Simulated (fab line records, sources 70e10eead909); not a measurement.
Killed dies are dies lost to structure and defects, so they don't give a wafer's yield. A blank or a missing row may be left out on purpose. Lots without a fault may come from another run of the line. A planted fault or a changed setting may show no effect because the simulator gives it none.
Chamber matching | flow nand_harc | NHARC_P_ZERO_WELL_DESCUM_39 on rie_diel-09: 4 sister chambers
The step chemistry O2, time 3 s. 4 wafers are shown with their chamber, then 9 later ones without.

WAFERS WITH THEIR CHAMBER
wafer  | chamber | drypump_motor_current_A (A)
L085.6 | 1       | 6.2
L089.1 | 2       | 5.0
L089.3 | 0       | 6.1
L089.6 | 3       | 4.7

WAFERS WITHOUT THEIR CHAMBER
wafer  | drypump_motor_current_A (A)
L090.1 | 6.1
L090.3 | 4.7
L090.4 | 6.1
L091.2 | 6.2
L091.3 | 4.7
L091.5 | 6.3
L097.2 | 4.7
L097.3 | 5.0
L097.4 | 6.2

WHICH CHAMBER EACH WENT THROUGH
wafer  | from the rows above | in truth
L090.1 | 0                   | 0
L090.3 | 3                   | 3
L090.4 | 0                   | 0
L091.2 | 1                   | 1
L091.3 | 3                   | 3
L091.5 | 1                   | 1
L097.2 | 3                   | 3
L097.3 | 2                   | 2
L097.4 | 1                   | 1
Placed correctly: 9 of 9. Can't be placed from these rows: 0. Placed wrongly: 0.
How it was worked out, from the rows above alone: a wafer's distance from a chamber is the root of the sum, over the readings, of the square of ((its reading less the chamber's mean) divided by the reading's scatter). The wafer belongs to the nearest chamber; if the next one is less than 2 further off, it can't be placed. A chamber's mean is the mean of its shown wafers. The scatter: with one shown wafer a chamber, the root of the mean of the squares of how far each hidden wafer lies from its nearest shown one.
